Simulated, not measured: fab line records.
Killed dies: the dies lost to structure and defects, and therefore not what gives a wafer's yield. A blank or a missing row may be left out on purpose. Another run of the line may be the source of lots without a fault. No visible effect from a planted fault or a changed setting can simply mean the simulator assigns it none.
fab line records	flow n5Finfet
record: lots: 10	wafers: 27	lastDay: 19
route steps=1938 shown BEOL_M2@924 BEOL_M3@934 BEOL_M4@1111 PASSIVATION@1936
lots with no fault: from the same line, run without faults
startH: the number of hours between the record's first day and the start of the first shown wafer of the lot	waitH: hours elapsed since this lot's preceding step	" repeats the value in the row above	L1.1+2: several wafers, shown together as one row	- either no value or no given start	* or withheld: withheld	< > ~ a bound
route shown NAME@n: NAME is a module with steps in the file, n the number in the route of the first one	usual: average and standard deviation across the fault-free wafers	same: alike in all rows	chamber/n: place in a boat	sites: the reading at each site	_std_site: how widely they spread, as a standard deviation	_edge_site: inner sites' mean taken away from outer sites' mean	radiusMm: for every site, how far away it sits from the centre of the wafer	mask NAME#n: copy n	behind: tool/chamber where the wafer was last shaped	hold: why the lot was held/for how many hours/how that ended	device: the transistor (n, p or np) that didn't switch	end of line: at the end of the route, the tests of the same wafers	a step without rows: its recipe alone	killed: dies that structure and defects cost at the first sort, which is not the same as the wafer's yield	map: dies across one wafer; x = killed, . = not, _ = none there
set.NAME: the setting as run; set.NAME@STEP: as run at that earlier step	model.NAME: the simulator's own value behind a step, which no gauge read
steps of the route over a sample of lots; a table a step, a row a wafer
services: the hour from which a tool's chamber was out of use, counted from the record's first day as startH (under 0 if before that day), plus the number of hours and why
== steps ==
step: N5_BEOL_M2_THK_MEAS_53
recipe: thkMeasGauge: xrf	reads: Cu_of_BEOL_M2_ECD_50
usual: M2_THK: 40.5/1.4
lot.wafer	tool	chamber	startH	waitH	M2_THK[nm]
L417.2	filmMetro-01	-	151.03	-	42.0
L417.5	"	-	"	"	41.0
L417.6	"	-	"	"	39.2
L418.1	filmMetro-01	-	159.84	-	39.1
L418.5	"	-	"	"	42.4
L418.6	"	-	"	"	37.9
L419.1	filmMetro-01	-	160.89	-	39.4
L419.3	"	-	"	"	37.8
L419.6	"	-	"	"	37.7
L423.1	filmMetro-02	-	190.16	-	40.9
L423.2	"	-	"	"	41.1
L423.5	"	-	"	"	39.1
L435.2	filmMetro-01	-	275.18	-	39.9
L435.3	"	-	"	"	38.5
L435.6	"	-	"	"	38.9
L432.2	filmMetro-02	-	277.15	-	40.5
L432.4	"	-	"	"	42.1
L436.2	filmMetro-02	-	279.03	-	41.2
L436.3	"	-	"	"	41.8
L436.4	"	-	"	"	42.0
L433.4	filmMetro-02	-	280.92	-	39.2
L433.5	"	-	"	"	44.1
L433.6	"	-	"	"	40.4
L437.1	filmMetro-01	-	282.56	-	41.8
L437.3	"	-	"	"	41.7
L438.2	filmMetro-02	-	300.83	-	42.7
L438.3	"	-	"	"	38.5
step: N5_BEOL_M2_RS_MEAS_58
recipe: thkMeasGauge: four-point-probe	reads: Co_of_BEOL_M2_CO_CAP_55+Cu_of_BEOL_M2_ECD_50+Co_of_BEOL_M2_CVD_47+TaN_of_BEOL_M2_ALD_84
usual: M2_RS: 0.659/0.03
lot.wafer	tool	chamber	startH	waitH	M2_RS[ohm/sq]
L417.2	filmMetro-02	-	151.29	0.1	0.628
L417.5	"	-	"	"	0.647
L417.6	"	-	"	"	0.683
L418.1	filmMetro-01	-	160.13	0.1	0.690
L418.5	"	-	"	"	0.618
L418.6	"	-	"	"	0.712
L419.1	filmMetro-01	-	161.15	0.0	0.679
L419.3	"	-	"	"	0.718
L419.6	"	-	"	"	0.716
L423.1	filmMetro-01	-	190.42	0.0	0.657
L423.2	"	-	"	"	0.648
L423.5	"	-	"	"	0.693
L435.2	filmMetro-01	-	275.44	0.1	0.670
L435.3	"	-	"	"	0.700
L435.6	"	-	"	"	0.694
L432.2	filmMetro-02	-	277.41	0.1	0.658
L432.4	"	-	"	"	0.626
L436.2	filmMetro-01	-	279.29	0.1	0.638
L436.3	"	-	"	"	0.626
L436.4	"	-	"	"	0.622
L433.4	filmMetro-02	-	281.18	0.0	0.692
L433.5	"	-	"	"	0.596
L433.6	"	-	"	"	0.667
L437.1	filmMetro-02	-	282.90	0.0	0.634
L437.3	"	-	"	"	0.631
L438.2	filmMetro-01	-	301.09	0.1	0.619
L438.3	"	-	"	"	0.705
step: N5_BEOL_M3_HM_DEP_02
recipe: material: TiN	targetThkA: 200	tempC: 25	chamberPressurePa: 0.49996
usual: throttleValvePct: 30.3/1.2
lot.wafer	tool	chamber	startH	waitH	throttleValvePct
L417.2	pvdSputter-01	-	152.16	0.7	30.1
L417.5	"	-	"	"	30.1
L417.6	"	-	"	"	31.2
L418.1	pvdSputter-02	-	161.44	1.1	29.4
L418.5	"	-	"	"	28.6
L418.6	"	-	"	"	29.4
L419.1	pvdSputter-02	-	161.78	0.4	29.6
L419.3	"	-	"	"	29.3
L419.6	"	-	"	"	28.8
L423.1	pvdSputter-01	-	192.56	2.0	31.5
L423.2	"	-	"	"	31.0
L423.5	"	-	"	"	31.1
L435.2	pvdSputter-03	-	280.38	4.8	30.2
L435.3	"	-	"	"	31.2
L435.6	"	-	"	"	29.5
L432.2	pvdSputter-03	-	281.06	3.5	32.9
L432.4	"	-	"	"	30.7
L436.2	pvdSputter-02	-	281.29	1.8	29.1
L436.3	"	-	"	"	28.9
L436.4	"	-	"	"	28.5
L433.4	pvdSputter-02	-	282.31	0.9	29.5
L433.5	"	-	"	"	29.4
L433.6	"	-	"	"	29.0
L437.1	pvdSputter-02	-	283.81	0.7	29.2
L437.3	"	-	"	"	28.7
L438.2	pvdSputter-03	-	301.48	0.2	30.6
L438.3	"	-	"	"	30.8
step: N5_BEOL_M3_ETCH_64
recipe: chemistry: N2/H2	target: SOC	targetDepthA: 750	overetchA: 150	maskMaterial: SiARC	tempC: 40	timeS: 112.5	ionEnergyEv: 200	pressureMtorr: 30	sourceW: 840	biasW: 150	n2FlowSccm: 200	h2FlowSccm: 200
usual: biasW: 150.0/0.42	drypumpMotorCurrentA: 5.9/0.55	oesProductAu: 0.62/0.066	rfVppV: 523.7/2.3	showerheadPlenumPTorr: 2.54/0.08	throttleValvePct: 17.8/0.31
lot.wafer	tool	chamber	startH	waitH	biasW	drypumpMotorCurrentA	oesProductAu	rfHoursCounterH	rfVppV	showerheadPlenumPTorr	throttleValvePct
L417.2	rieDiel-03	2	152.79	0.0	150.6	5.8	0.59	137	524.3	2.56	17.7
L417.5	"	1	"	"	149.6	6.1	0.58	-	527.3	2.64	18.2
L417.6	"	0	"	"	149.5	4.9	0.62	-	523.9	2.55	17.5
L418.1	rieDiel-03	1	162.15	0.0	149.7	6.0	0.59	164	526.4	2.64	18.2
L418.5	"	2	"	"	150.1	5.8	0.59	-	524.2	2.55	17.7
L418.6	"	3	"	"	150.0	6.6	0.72	-	524.4	2.60	17.5
L419.1	rieDiel-02	1	162.50	0.0	150.3	5.2	0.56	214	520.8	2.41	18.2
L419.3	"	3	"	"	149.2	6.2	0.55	216	521.6	2.42	18.1
L419.6	"	1	"	"	149.8	5.2	0.56	-	521.0	2.41	18.1
L423.1	rieDiel-03	1	193.32	0.0	-	6.1	0.72	173	526.1	2.64	18.3
L423.2	"	3	"	"	-	6.6	0.90	24	524.1	2.59	17.5
L423.5	"	2	"	"	150.0	5.8	0.59	-	523.2	2.55	17.7
L435.2	rieDiel-02	1	281.19	0.0	150.5	5.2	0.54	241	517.9	2.40	18.2
L435.3	"	2	"	"	149.8	6.4	0.71	27	522.5	2.48	17.8
L435.6	"	3	"	"	149.5	6.2	0.54	-	520.5	2.41	18.1
L432.2	rieDiel-02	3	281.78	0.0	149.2	6.2	0.54	245	520.6	2.41	18.1
L432.4	"	1	"	"	149.8	5.2	0.54	-	521.8	2.40	18.2
L436.2	rieDiel-01	2	282.00	0.0	149.8	5.7	0.64	73	525.0	2.60	17.8
L436.3	"	1	"	"	149.8	5.8	0.67	66	527.0	2.69	17.4
L436.4	"	3	"	"	150.7	5.4	0.70	27	522.3	2.47	17.2
L433.4	rieDiel-03	2	283.02	0.0	149.6	5.8	0.57	176	522.9	2.54	17.8
L433.5	"	0	"	"	150.7	4.9	0.59	-	525.2	2.53	17.6
L433.6	"	3	"	"	149.7	6.6	0.66	-	524.6	2.58	17.6
L437.1	rieDiel-03	3	284.45	0.0	149.7	6.7	0.66	56	525.0	2.58	17.5
L437.3	"	0	"	"	150.0	4.9	0.60	172	524.7	2.53	17.6
L438.2	rieDiel-03	2	302.08	0.0	150.0	5.8	0.56	181	524.2	2.54	17.8
L438.3	"	1	"	"	149.9	6.1	0.56	209	526.5	2.62	18.3
step: N5_BEOL_M4_RC_MEAS_101
usual: DIBL_N: 37.2/2.1	DIBL_P: 37.3/2.3	IOFF_N: 0.18/0.041	IOFF_P: 0.24/0.042	ION_N: 680/13	ION_P: 466/7.7	SS_N: 71.8/0.68	SS_P: 73.5/0.66	VT_N: 249/3.6	VT_P: -248/3.4
lot.wafer	tool	chamber	startH	waitH	DIBL_N[mV/V]	DIBL_P[mV/V]	IOFF_N[nA/um]	IOFF_P[nA/um]	ION_N[uA/um]	ION_P[uA/um]	SS_N[mV/dec]	SS_P[mV/dec]	VT_N[mV]	VT_P[mV]
L417.2	prober-01	0	182.10	0.2	38.8	39.0	0.22	0.26	688	462	72.4	73.5	248	-249
L417.5	"	0	"	"	37.1	37.3	0.19	0.22	686	463	72.2	73.2	247	-251
L417.6	"	0	"	"	38.4	38.6	0.21	0.25	702	467	72.2	73.4	245	-248
L418.1	prober-01	0	193.23	0.0	39.2	39.5	0.23	0.27	705	473	71.8	74.0	243	-247
L418.5	"	0	"	"	38.1	37.7	0.19	0.23	689	468	72.9	73.8	248	-252
L418.6	"	0	"	"	39.9	41.7	0.27	0.32	712	482	72.1	74.1	242	-243
L419.1	prober-02	0	202.25	0.0	37.4	34.9	0.14	0.19	667	458	71.9	73.1	251	-251
L419.3	"	0	"	"	38.0	36.7	0.16	0.21	666	458	71.9	73.1	249	-251
L419.6	"	0	"	"	35.2	31.8	0.11	0.15	652	450	70.9	71.9	257	-256
L423.1	prober-01	0	211.60	0.0	34.2	34.9	0.13	0.18	669	460	71.1	72.9	252	-253
L423.2	"	0	"	"	36.8	37.7	0.17	0.24	677	465	71.3	73.5	246	-247
L423.5	"	0	"	"	38.3	39.7	0.22	0.27	696	475	72.6	73.5	242	-247
L432.2	prober-01	0	305.43	0.2	39.4	40.3	0.22	0.30	684	479	73.5	74.3	247	-246
L432.4	"	0	"	"	39.5	40.7	0.21	0.31	675	470	72.4	74.2	250	-244
L435.2	prober-02	0	313.11	0.2	38.3	36.8	0.17	0.22	676	462	71.4	73.8	248	-248
L435.3	"	0	"	"	37.0	34.8	0.15	0.20	687	465	71.8	72.7	250	-249
L435.6	"	0	"	"	36.4	35.6	0.15	0.21	677	474	71.5	73.0	250	-249
L433.4	prober-01	0	316.76	0.5	36.4	38.7	0.18	0.25	686	472	72.6	73.6	246	-246
L433.5	"	0	"	"	36.9	39.7	0.18	0.26	690	480	72.1	73.6	247	-245
L433.6	"	0	"	"	35.1	37.1	0.15	0.23	674	469	72.0	73.0	250	-249
L437.1	prober-01	0	332.36	0.0	33.0	34.6	0.12	0.19	675	472	70.5	72.3	250	-252
L437.3	"	0	"	"	34.9	36.7	0.14	0.23	666	466	71.6	72.7	252	-248
L436.2	prober-02	0	333.30	0.2	35.5	36.1	0.15	0.19	678	459	71.7	73.9	251	-252
L436.3	"	0	"	"	36.6	37.3	0.17	0.22	667	457	71.9	74.1	248	-249
L436.4	"	0	"	"	38.1	39.4	0.23	0.26	704	473	72.0	74.4	242	-248
L438.2	prober-02	0	336.04	0.2	37.5	36.9	0.18	0.25	675	466	72.0	73.6	251	-249
L438.3	"	0	"	"	38.1	37.8	0.20	0.27	677	463	72.2	74.2	248	-245
step: N5_PASSIVATION_PROBE_49
usual: defectLimitedYield: 91.0/1.6	killed_at_M0_to_M3: 35/11	killed_at_M4_up: 14/5.3	killedAtContacts: 13/6.7	killedAtFrontEnd: 41/12	killedAtOther: 3.9/2.7	killedDies: 106/19	killedOpen: 70/14	killedShort: 35/8.8	sort_bin_4_leakage: 0.01/0.058	sort_bin_5_function: 5.3/1	sort_bin_6_memory: 3.3/0.81	sortNPass: 1073/19	sortYieldPct: 91.0/1.6
same: grossDies: 1180	killedAtBackSide: 0	sort_bin_8_speed[%]: 0
lot.wafer	tool	chamber	startH	waitH	defectLimitedYield[%]	killed_at_M0_to_M3	killed_at_M4_up	killedAtContacts	killedAtFrontEnd	killedAtOther	killedDies	killedOpen	killedShort	sort_bin_4_leakage[%]	sort_bin_5_function[%]	sort_bin_6_memory[%]	sortNPass	sortYieldPct[%]
L432.2	prober-02	-	409.00	0.1	87.6	59	10	15	62	0	146	96	49	0	6.7	5.3	1034	87.6
L432.4	prober-02	-	409.10	0.2	89.2	37	11	8	70	2	128	75	52	0	5.8	3.7	1052	89.2
L435.2	prober-01	-	413.35	0.1	89.3	27	15	32	44	8	126	91	33	0	6.6	3.6	1054	89.3
L435.3	prober-01	-	413.40	0.1	93.1	18	13	12	36	3	82	53	29	0	3.9	2.9	1098	93.1
L435.6	prober-01	-	413.55	0.3	91.5	42	19	5	33	1	100	75	23	0	5.6	2.5	1080	91.5
L433.4	prober-02	-	423.56	0.2	91.1	28	10	6	61	0	105	77	27	0	5.8	3.1	1075	91.1
L433.5	prober-02	-	423.61	0.2	87.5	31	16	14	83	3	147	98	46	0	6.8	5.3	1033	87.5
L433.6	prober-02	-	423.66	0.3	90.8	42	10	15	40	1	108	75	32	0	4.9	3.5	1072	90.8
killed by level:class
L432.2 STI_FIN_REVEAL:geometricParticle:open=22 BEOL_M0_SAQP:geometricParticle:short=16 BEOL_M0_SAQP:geometricParticle:open=13 FIN_SAQP:geometricParticle:open=11 BEOL_M1:geometricParticle:open=10 FIN_SAQP:geometricParticle:short=9 MOL_CONTACT_COAG:geometricParticle:open=9 BEOL_M2:geometricParticle:open=8
L432.4 FIN_SAQP:geometricParticle:short=22 STI_FIN_REVEAL:geometricParticle:open=19 FIN_SAQP:geometricParticle:open=9 BEOL_M0_SAQP:geometricParticle:open=9 BEOL_M0_SAQP:geometricParticle:short=9 BEOL_M2:geometricParticle:open=6 MOL_CONTACT_COAG:geometricParticle:open=5 BEOL_M3:geometricParticle:open=5
L435.2 MOL_CONTACT_COAG:geometricParticle:open=25 BEOL_M1:geometricParticle:open=13 STI_FIN_REVEAL:geometricParticle:open=8 DUMMY_GATE:geometricParticle:open=7 MOL_CONTACT_COAG:geometricParticle:short=7 FIN_SAQP:geometricParticle:open=6 BEOL_M2:geometricParticle:open=5 BEOL_M4:geometricParticle:open=5
L435.3 FIN_SAQP:geometricParticle:open=10 MOL_CONTACT_COAG:geometricParticle:open=9 BEOL_M1:geometricParticle:open=8 FIN_SAQP:geometricParticle:short=6 BEOL_M4:geometricParticle:open=5 BEOL_M3:geometricParticle:open=5 GATE_CUT:geometricParticle:short=4 MOL_CONTACT_COAG:geometricParticle:short=3
L435.6 BEOL_M1:geometricParticle:open=25 FIN_SAQP:geometricParticle:open=7 BEOL_M4:geometricParticle:open=6 DUMMY_GATE:geometricParticle:open=5 MOL_CONTACT_COAG:geometricParticle:open=4 BEOL_M5:geometricParticle:open=4 BEOL_M7:geometricParticle:open=4 STI_FIN_REVEAL:geometricParticle:open=3
L433.4 STI_FIN_REVEAL:geometricParticle:open=18 BEOL_M2:geometricParticle:open=10 FIN_SAQP:geometricParticle:open=9 GATE_CUT:geometricParticle:short=9 GATE_CUT:geometricParticle:open=7 MOL_CONTACT_COAG:geometricParticle:open=6 BEOL_M0_SAQP:geometricParticle:short=6 BEOL_M0:geometricParticle:open=5
L433.5 STI_FIN_REVEAL:geometricParticle:open=25 FIN_SAQP:geometricParticle:open=16 MOL_CONTACT_COAG:geometricParticle:open=14 FIN_SAQP:geometricParticle:short=12 STI_FIN_REVEAL:geometricParticle:short=8 BEOL_M2:geometricParticle:open=7 BEOL_M0_SAQP:geometricParticle:open=6 STARTING-WAFER:geometricParticle:open=5
L433.6 FIN_SAQP:geometricParticle:open=14 MOL_CONTACT_COAG:geometricParticle:open=12 BEOL_M0_SAQP:geometricParticle:short=12 BEOL_M0_SAQP:geometricParticle:open=11 STI_FIN_REVEAL:geometricParticle:open=9 FIN_SAQP:geometricParticle:short=8 BEOL_M2:geometricParticle:open=5 BEOL_M1:geometricParticle:open=4
== services ==
tool	chamber	startH	hours	kind
rieDiel-02	2	152.47	-	clean
rieDiel-02	2	152.47	-	consumableReplace:focusRing
rieDiel-02	2	152.47	24.3	scheduledDown
rieDiel-02	2	152.47	24.3	ventCycle
rieDiel-03	2	170.50	10.6	repair
rieDiel-01	3	172.28	-	clean
rieDiel-01	3	172.28	-	consumableReplace:focusRing
rieDiel-01	3	172.28	17.3	scheduledDown
rieDiel-01	3	172.28	17.3	ventCycle
rieDiel-02	-	186.52	0.8	repair
pvdSputter-02	-	189.66	6.6	repair
rieDiel-01	3	216.72	5.4	repair
rieDiel-02	-	226.79	14.6	pm
rieDiel-02	0	275.91	6.9	repair
rieDiel-01	2	285.53	14.8	repair
pvdSputter-03	-	294.50	0.8	repair
== key ==
firstSign: step: N5_BEOL_M3_ETCH_64	reading: oesProductAu	direction: up	sigmas: 2.8	usual: 0.62	struck: 0.81
effect none on later readings
metAt N5_BEOL_M3_ETCH_64
struckLots L423
struckWafers L423.1,L423.2
notActingAt N5_BEOL_M2_THK_MEAS_53,N5_BEOL_M2_RS_MEAS_58,N5_BEOL_M3_HM_DEP_02
onsetBetween 162.15 193.32
fault: kind: processParameterDrift	tool: rieDiel-03	chamber: -	onsetH: 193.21	steps: N5_BEOL_M3_ETCH_64	channel: timeS	offset: *	shape: step	endH: 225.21	scope: struckWafersOnly	actsIn: *	stated: *
